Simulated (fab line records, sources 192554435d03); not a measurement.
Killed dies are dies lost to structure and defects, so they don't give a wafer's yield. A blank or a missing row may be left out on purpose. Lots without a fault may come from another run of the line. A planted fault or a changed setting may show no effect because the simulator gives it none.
Chamber matching | flow n5_finfet | N5_BEOL_M0_STRIP_104 on rie_diel-01: 4 sister chambers
The step strips in N2/H2. 22 wafers are shown with their chamber, then 11 later ones without.

WAFERS WITH THEIR CHAMBER
wafer  | chamber | showerhead_plenum_p_Torr (Torr) | drypump_motor_current_A (A) | throttle_valve_pct (%)
L074.1 | 2       | 2.59                            | 6.2                         | 23.6
L074.3 | 3       | 2.39                            | 5.1                         | 23.8
L074.5 | 1       | 2.67                            | 5.9                         | 23.2
L076.1 | 1       | 2.66                            | 5.9                         | 23.2
L076.2 | 0       | 2.54                            | 6.2                         | 23.5
L076.3 | 2       | 2.59                            | 6.2                         | 23.6
L076.4 | 3       | 2.39                            | 5.2                         | 23.8
L076.5 | 1       | 2.67                            | 5.9                         | 23.3
L076.6 | 0       | 2.54                            | 6.2                         | 23.5
L078.1 | 0       | 2.54                            | 6.2                         | 23.5
L078.2 | 1       | 2.66                            | 5.9                         | 23.3
L078.3 | 3       | 2.39                            | 5.1                         | 23.8
L078.4 | 3       | 2.39                            | 5.1                         | 23.8
L078.5 | 1       | 2.66                            | 6.0                         | 23.3
L078.6 | 0       | 2.54                            | 6.2                         | 23.5
L079.3 | 1       | 2.66                            | 6.0                         | 23.3
L079.4 | 1       | 2.66                            | 5.9                         | 23.3
L079.6 | 3       | 2.39                            | 5.1                         | 23.8
L080.1 | 1       | 2.66                            | 5.9                         | 23.3
L080.2 | 0       | 2.54                            | 6.2                         | 23.5
L080.3 | 3       | 2.38                            | 5.2                         | 23.8
L080.4 | 0       | 2.54                            | 6.2                         | 23.5

SIGNATURES (means of the wafers above)
reading                  | chamber 0 | chamber 1 | chamber 2 | chamber 3 | scatter within a chamber
showerhead_plenum_p_Torr | 2.5400    | 2.6625    | 2.5900    | 2.3883    | 0.0036
drypump_motor_current_A  | 6.200     | 5.925     | 6.200     | 5.133     | 0.0397
throttle_valve_pct       | 23.500    | 23.275    | 23.600    | 23.800    | 0.0289
Rule: a wafer's distance from a chamber is the root of the sum, over the readings, of the square of ((its reading less the chamber's mean) divided by the reading's scatter). The wafer belongs to the nearest chamber; if the next one is less than 2 further off, it can't be placed. The scatter: the root of (the sum of the squares of (reading less its chamber's mean) over the shown wafers, divided by (wafers less chambers)).

WAFERS WITHOUT THEIR CHAMBER
wafer  | showerhead_plenum_p_Torr (Torr) | drypump_motor_current_A (A) | throttle_valve_pct (%)
L080.5 | 2.39                            | 5.1                         | 23.8
L080.6 | 2.66                            | 5.9                         | 23.2
L084.1 | 2.58                            | 6.2                         | 23.5
L084.3 | 2.65                            | 5.9                         | 23.3
L084.4 | 2.53                            | 6.2                         | 23.5
L094.4 | 2.65                            | 5.9                         | 23.3
L094.5 | 2.57                            | 6.2                         | 23.6
L094.6 | 2.70                            | 5.1                         | 23.4
L095.1 | 2.64                            | 5.9                         | 23.3
L095.5 | 2.57                            | 6.2                         | 23.5
L095.6 | 2.64                            | 5.9                         | 23.3

WHICH CHAMBER EACH WENT THROUGH
wafer  | from the rows above     | in truth
L080.5 | 3                       | 3
L080.6 | 1                       | 1
L084.1 | 2                       | 2
L084.3 | 1                       | 1
L084.4 | 0                       | 0
L094.4 | 1                       | 1
L094.5 | 2                       | 2
L094.6 | 1                       | 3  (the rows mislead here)
L095.1 | 1                       | 1
L095.5 | can't be placed: 2 or 0 | 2
L095.6 | 1                       | 1
Placed correctly: 9 of 11. Can't be placed from these rows: 1 (the true chamber is among the candidates in 1). Placed wrongly: 1.
